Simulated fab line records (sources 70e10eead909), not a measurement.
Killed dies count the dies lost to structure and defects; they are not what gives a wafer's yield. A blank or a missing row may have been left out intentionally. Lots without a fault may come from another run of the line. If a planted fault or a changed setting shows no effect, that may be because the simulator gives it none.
The same fault as seen by 2 desks ; flow nand harc ; each desk has only its own numbers; what lay behind them comes last

METROLOGY DESK
Lot by lot, what the gauges showed, no matter which tool ran the lot: averages of those sampled wafers that carry a number. The brackets show how far a lot's mean lies from the usual mean; more than 4 standard deviations puts the lot out of limits, marked OUT.
Columns: A = cd nm at NHARC_A_BLC_CD_MEAS_10, usual 100.0 nm
lot;first seen here;A
L456;day 17 20:45;100.2
L454;day 17 21:24;100.7
L453;day 18 00:29;100.0
L457;day 18 03:53;100.0
L458;day 18 08:13;100.5
L461;day 19 23:52;100.2
L464;day 20 01:37;100.1
L466;day 20 16:28;99.9
L471;day 21 17:37;100.9
L474;day 22 16:16;99.9
L476;day 23 03:58;100.2
This desk found nothing out of limits on any of the 11 lots.

FOR THE TOOL OWNER'S DESK: rie diel-02
The tool's own readings at NHARC_A_BLC_ETCH_17 (etches the open film in N2/H2, target depth 390 nm, time 609.38 s): means of the sampled wafers that have a number, for each lot that ran on this tool. The brackets show how far a lot's mean lies from the usual mean; more than 4 standard deviations puts the lot out of limits, marked OUT.
Columns: A = bias w at NHARC_A_BLC_ETCH_17, usual 150.0 W; B = drypump motor current A at NHARC_A_BLC_ETCH_17, usual 6.0 A; C = oes product au at NHARC_A_BLC_ETCH_17, usual 1.003 a.u.; D = rf vpp V at NHARC_A_BLC_ETCH_17, usual 429.8 V; E = run length s at NHARC_A_BLC_ETCH_17, usual 630.8 s; F = showerhead plenum p Torr at NHARC_A_BLC_ETCH_17, usual 2.02 Torr; G = throttle valve pct at NHARC_A_BLC_ETCH_17, usual 14.171 %
lot;first seen here;A;B;C;D;E;F;G
L454;day 17 21:51;150.1;6.3;1.008;428.5;630.8;1.95;14.176
L458;day 18 08:40;149.9;6.0;1.009;429.5;630.7;2.01;14.174
L461;day 20 00:19;-;5.8;1.001;429.6;559.2 (-99 or more) OUT;2.00;14.163
L466;day 20 16:52;-;6.1;1.001;428.3;558.7 (-99 or more) OUT;1.96;14.166
This desk's finding: out of limits on L461, L466; first on L461, day 20 00:19 (run length s at NHARC_A_BLC_ETCH_17). Within limits: L454, L458.

PUT TOGETHER
On L461, L466, at day 20 00:19, an alarm was possible from the tool owner's desk.
From the metrology desk's view, nothing was out of limits.
The metrology desk holds a record of L461, L466, inside its limits.
Of the lots named, all ran NHARC_A_BLC_ETCH_17 on rie diel-02.

WHAT THE SIMULATOR HAD PUT IN
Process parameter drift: rie diel-02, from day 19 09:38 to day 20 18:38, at NHARC_A_BLC_ETCH_17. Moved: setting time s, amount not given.
Struck lots among those shown: L461, L466.
Time in hours from fault onset to the first out-of-limits reading at each desk: the tool owner's desk, 15.
